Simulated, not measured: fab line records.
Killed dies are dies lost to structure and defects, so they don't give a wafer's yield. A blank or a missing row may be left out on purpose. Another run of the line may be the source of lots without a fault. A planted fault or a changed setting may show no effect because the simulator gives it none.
Split-lot trial / flow n5Finfet / 21 wafers read from 7 lots, route of 1938 steps

ON THE SPLIT
At N5_GATE_CUT_ETCH_56 (etches TiN in Cl2/Ar, target depth 21.6 nm), the setting icpW was moved away from the recipe's 600 W on 8 of the 21 wafers read, by -16.1% to +14.2%. All remaining wafers had this setting at the recipe value.

The reading comes from the split's own step.

THE READING
etch.depthNm (the simulator's own value, which no gauge read), in nm, at N5_GATE_CUT_ETCH_56 (etches TiN in Cl2/Ar, target depth 21.6 nm). There is no usual value for it anywhere in the file. Across the 13 wafers here that went through the recipe, the average is 21.76 nm and the standard deviation 0.21 nm.

wafer=L079.3; tool, chamber at the split=rieMetal-01, 1; icpW as run, W=600; against the recipe=recipe; etch.depthNm, nm=21.82; against lot-mates on the recipe=-
wafer=L079.4; tool, chamber at the split=rieMetal-01, 0; icpW as run, W=685.3; against the recipe=+14.2%; etch.depthNm, nm=24.04; against lot-mates on the recipe=+2.38
wafer=L079.6; tool, chamber at the split=rieMetal-01, 0; icpW as run, W=600; against the recipe=recipe; etch.depthNm, nm=21.49; against lot-mates on the recipe=-
wafer=L085.1; tool, chamber at the split=rieMetal-02, 1; icpW as run, W=661.6; against the recipe=+10.3%; etch.depthNm, nm=23.47; against lot-mates on the recipe=+1.55
wafer=L085.4; tool, chamber at the split=rieMetal-02, 0; icpW as run, W=661.6; against the recipe=+10.3%; etch.depthNm, nm=23.7; against lot-mates on the recipe=+1.78
wafer=L085.5; tool, chamber at the split=rieMetal-02, 0; icpW as run, W=600; against the recipe=recipe; etch.depthNm, nm=21.92; against lot-mates on the recipe=-
wafer=L087.2; tool, chamber at the split=rieMetal-02, 0; icpW as run, W=600; against the recipe=recipe; etch.depthNm, nm=21.87; against lot-mates on the recipe=-
wafer=L087.3; tool, chamber at the split=rieMetal-02, 0; icpW as run, W=600; against the recipe=recipe; etch.depthNm, nm=21.56; against lot-mates on the recipe=-
wafer=L087.5; tool, chamber at the split=rieMetal-02, 0; icpW as run, W=600; against the recipe=recipe; etch.depthNm, nm=21.91; against lot-mates on the recipe=-
wafer=L089.3; tool, chamber at the split=rieMetal-02, 0; icpW as run, W=503.3; against the recipe=-16.1%; etch.depthNm, nm=18.5; against lot-mates on the recipe=no lot-mate on the recipe
wafer=L089.5; tool, chamber at the split=rieMetal-02, 1; icpW as run, W=503.3; against the recipe=-16.1%; etch.depthNm, nm=18.32; against lot-mates on the recipe=no lot-mate on the recipe
wafer=L089.6; tool, chamber at the split=rieMetal-02, 0; icpW as run, W=503.3; against the recipe=-16.1%; etch.depthNm, nm=18.78; against lot-mates on the recipe=no lot-mate on the recipe
wafer=L090.2; tool, chamber at the split=rieMetal-03, 1; icpW as run, W=535.1; against the recipe=-10.8%; etch.depthNm, nm=19.75; against lot-mates on the recipe=-2.15
wafer=L090.5; tool, chamber at the split=rieMetal-03, 1; icpW as run, W=600; against the recipe=recipe; etch.depthNm, nm=21.9; against lot-mates on the recipe=-
wafer=L090.6; tool, chamber at the split=rieMetal-03, 0; icpW as run, W=535.1; against the recipe=-10.8%; etch.depthNm, nm=20.07; against lot-mates on the recipe=-1.83
wafer=L094.1; tool, chamber at the split=rieMetal-01, 1; icpW as run, W=600; against the recipe=recipe; etch.depthNm, nm=21.6; against lot-mates on the recipe=-
wafer=L094.4; tool, chamber at the split=rieMetal-01, 0; icpW as run, W=600; against the recipe=recipe; etch.depthNm, nm=21.45; against lot-mates on the recipe=-
wafer=L094.6; tool, chamber at the split=rieMetal-01, 0; icpW as run, W=600; against the recipe=recipe; etch.depthNm, nm=21.44; against lot-mates on the recipe=-
wafer=L097.2; tool, chamber at the split=rieMetal-03, 1; icpW as run, W=600; against the recipe=recipe; etch.depthNm, nm=21.99; against lot-mates on the recipe=-
wafer=L097.6; tool, chamber at the split=rieMetal-03, 1; icpW as run, W=600; against the recipe=recipe; etch.depthNm, nm=21.99; against lot-mates on the recipe=-
wafer=L097.3; tool, chamber at the split=rieMetal-03, 1; icpW as run, W=600; against the recipe=recipe; etch.depthNm, nm=22; against lot-mates on the recipe=-

FIT RESULTS
A straight line over all 21 wafers: etch.depthNm changes by +0.185 nm for each +1% of icpW; r = +0.99; the points scatter about the line by 0.24 nm.
The same after taking each lot's own level away (the mean of its wafers on the recipe; 18 wafers): +0.172 nm for each +1%; r = +0.99; scatter 0.13 nm.
The reading moves by 2.8 nm for the largest change in icpW, on that fit.
The span of the lots' own levels, 21.497 to 21.993 nm, comes to 2.3 times the standard deviation stated above.
The two slopes are in agreement: the lot-to-lot level therefore moves the slope only a little.
Check: with one of the wafers moved furthest among these (+14.2%) left out of the fit, the line predicts +2.44 nm for it against its lot-mates. Against them it came out at +2.38 nm.

OTHER SPLITS APPLIED TO THESE WAFERS
Note: prior to the reading, these wafers also went through further splits. Each is held against what the fit with the lots' levels taken away leaves over:
other split on the same wafers=N5_DUMMY_GATE_COAT_28 spinRpm; wafers away from the commonest value=9; r with etch.depthNm (lot level and that fit taken away)=-0.04
other split on the same wafers=N5_SD_EPI_N_COAT_33 spinRpm; wafers away from the commonest value=4; r with etch.depthNm (lot level and that fit taken away)=+0.41
other split on the same wafers=N5_ILD0_CMP_03 downForcePsi; wafers away from the commonest value=7; r with etch.depthNm (lot level and that fit taken away)=+0.11
other split on the same wafers=N5_ILD0_PRECLEAN_10 timeS; wafers away from the commonest value=7; r with etch.depthNm (lot level and that fit taken away)=-0.05
other split on the same wafers=N5_HKMG_FIN_ETCH_54 sourceW; wafers away from the commonest value=3; r with etch.depthNm (lot level and that fit taken away)=+0.12
other split on the same wafers=N5_HKMG_FIN_ETCH_58 sourceW; wafers away from the commonest value=5; r with etch.depthNm (lot level and that fit taken away)=-0.01

FILE'S OWN FIT
etch.depthNm changes by +0.171 nm for each +1% of icpW, r = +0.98.
